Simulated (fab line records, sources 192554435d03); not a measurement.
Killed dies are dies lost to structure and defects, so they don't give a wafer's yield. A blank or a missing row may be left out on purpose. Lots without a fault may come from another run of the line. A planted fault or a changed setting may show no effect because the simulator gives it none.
Chamber matching | flow n5_finfet | N5_BEOL_M10_ETCH_65 on rie_diel-05: 4 sister chambers
The step etches SiARC in CF4, target depth 39 nm, time 65 s. 22 wafers are shown with their chamber, then 11 later ones without.

WAFERS WITH THEIR CHAMBER
wafer  | chamber | showerhead_plenum_p_Torr (Torr) | drypump_motor_current_A (A) | throttle_valve_pct (%)
L074.2 | 1       | 2.12                            | 6.2                         | 15.83
L074.3 | 2       | 2.20                            | 5.3                         | 15.80
L074.5 | 2       | 2.20                            | 5.3                         | 15.80
L075.3 | 1       | 2.12                            | 6.2                         | 15.85
L075.5 | 0       | 2.02                            | 5.1                         | 15.48
L075.6 | 1       | 2.12                            | 6.2                         | 15.86
L076.1 | 0       | 2.02                            | 5.2                         | 15.51
L076.4 | 0       | 2.02                            | 5.1                         | 15.49
L076.5 | 1       | 2.12                            | 6.2                         | 15.86
L077.1 | 1       | 2.12                            | 6.2                         | 15.88
L077.4 | 3       | 2.29                            | 5.5                         | 15.15
L077.5 | 0       | 2.02                            | 5.1                         | 15.51
L081.2 | 0       | 2.02                            | 5.1                         | 15.54
L081.3 | 1       | 2.11                            | 6.2                         | 15.87
L081.4 | 2       | 2.19                            | 5.3                         | 15.36
L084.1 | 3       | 2.29                            | 5.4                         | 15.19
L084.4 | 2       | 2.19                            | 5.3                         | 15.37
L084.6 | 2       | 2.19                            | 5.3                         | 15.38
L085.1 | 1       | 2.11                            | 6.1                         | 15.89
L085.2 | 3       | 2.29                            | 5.4                         | 15.21
L085.4 | 0       | 2.02                            | 5.1                         | 15.53
L087.1 | 2       | 2.19                            | 5.3                         | 15.37

SIGNATURES (means of the wafers above)
reading                  | chamber 0 | chamber 1 | chamber 2 | chamber 3 | scatter within a chamber
showerhead_plenum_p_Torr | 2.0200    | 2.1171    | 2.1933    | 2.2900    | 0.00392
drypump_motor_current_A  | 5.117     | 6.186     | 5.300     | 5.433     | 0.0362
throttle_valve_pct       | 15.5100   | 15.8629   | 15.5133   | 15.1833   | 0.119
Rule: a wafer's distance from a chamber is the root of the sum, over the readings, of the square of ((its reading less the chamber's mean) divided by the reading's scatter). The wafer belongs to the nearest chamber; if the next one is less than 2 further off, it can't be placed. The scatter: the root of (the sum of the squares of (reading less its chamber's mean) over the shown wafers, divided by (wafers less chambers)).

WAFERS WITHOUT THEIR CHAMBER
wafer  | showerhead_plenum_p_Torr (Torr) | drypump_motor_current_A (A) | throttle_valve_pct (%)
L087.2 | 2.29                            | 5.4                         | 15.20
L087.4 | 2.01                            | 5.1                         | 15.54
L089.1 | 2.11                            | 6.2                         | 15.89
L089.2 | 2.28                            | 5.4                         | 15.19
L089.6 | 2.19                            | 5.3                         | 15.38
L093.3 | 2.18                            | 5.3                         | 15.41
L093.4 | 2.27                            | 5.1                         | 15.07
L093.6 | 2.18                            | 5.3                         | 15.42
L096.2 | 2.26                            | 5.1                         | 15.10
L096.3 | 2.28                            | 5.4                         | 15.26
L096.4 | 2.11                            | 6.2                         | 15.91

WHICH CHAMBER EACH WENT THROUGH
wafer  | from the rows above | in truth
L087.2 | 3                   | 3
L087.4 | 0                   | 0
L089.1 | 1                   | 1
L089.2 | 3                   | 3
L089.6 | 2                   | 2
L093.3 | 2                   | 2
L093.4 | 3                   | 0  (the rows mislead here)
L093.6 | 2                   | 2
L096.2 | 3                   | 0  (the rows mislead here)
L096.3 | 3                   | 3
L096.4 | 1                   | 1
Placed correctly: 9 of 11. Can't be placed from these rows: 0. Placed wrongly: 2.
